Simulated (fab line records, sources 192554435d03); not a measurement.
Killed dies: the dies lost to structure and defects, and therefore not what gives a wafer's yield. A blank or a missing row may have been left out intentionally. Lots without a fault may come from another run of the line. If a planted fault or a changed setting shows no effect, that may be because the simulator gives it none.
Matching of chambers / flow n5 finfet / 4 sister chambers for N5_BEOL_M8_CMP_52 on cmp-02
The step polishes, stops on SiCOH lowk, t overpolish 6.9 s, target thk 80 nm. 4 wafers are shown with their chamber, then 10 later ones without.

== WAFERS PAIRED WITH THEIR CHAMBERS ==
wafer=L089.5; chamber=2; motor current A (A)=6.0
wafer=L089.6; chamber=3; motor current A (A)=5.6
wafer=L087.2; chamber=0; motor current A (A)=6.6
wafer=L087.3; chamber=1; motor current A (A)=5.4

== WAFERS WHOSE CHAMBER IS MISSING ==
wafer=L087.5; motor current A (A)=5.2
wafer=L093.1; motor current A (A)=6.3
wafer=L093.3; motor current A (A)=5.4
wafer=L093.5; motor current A (A)=6.0
wafer=L091.1; motor current A (A)=6.4
wafer=L091.2; motor current A (A)=5.3
wafer=L091.4; motor current A (A)=6.0
wafer=L096.2; motor current A (A)=5.9
wafer=L096.4; motor current A (A)=5.4
wafer=L096.6; motor current A (A)=5.8

== WHICH CHAMBER EACH WENT THROUGH ==
wafer=L087.5; from the rows above=can't be placed: 1 or 3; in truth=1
wafer=L093.1; from the rows above=can't be placed: 0 or 2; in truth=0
wafer=L093.3; from the rows above=can't be placed: 1 or 3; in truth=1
wafer=L093.5; from the rows above=2; in truth=2
wafer=L091.1; from the rows above=can't be placed: 0 or 2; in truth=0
wafer=L091.2; from the rows above=can't be placed: 1 or 3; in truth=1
wafer=L091.4; from the rows above=2; in truth=2
wafer=L096.2; from the rows above=can't be placed: 2 or 3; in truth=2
wafer=L096.4; from the rows above=can't be placed: 1 or 3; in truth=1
wafer=L096.6; from the rows above=can't be placed: 2 or 3 or 1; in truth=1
Correct placement for 2 of the 10. Not placeable from these rows: 8 (in 8, the candidates include the true chamber). Number placed wrongly: 0.
How it was worked out, from the rows above alone: a wafer's distance from a chamber is the root of the sum, over the readings, of the square of ((its reading less the chamber's mean) divided by the reading's scatter). If the next closest chamber is less than 2 further off than the closest, the wafer can't be placed; otherwise it belongs to the closest. The mean given for a chamber averages the wafers shown for that chamber. The scatter: root of mean squared gap, hidden wafer to nearest shown wafer, with one shown wafer a chamber.
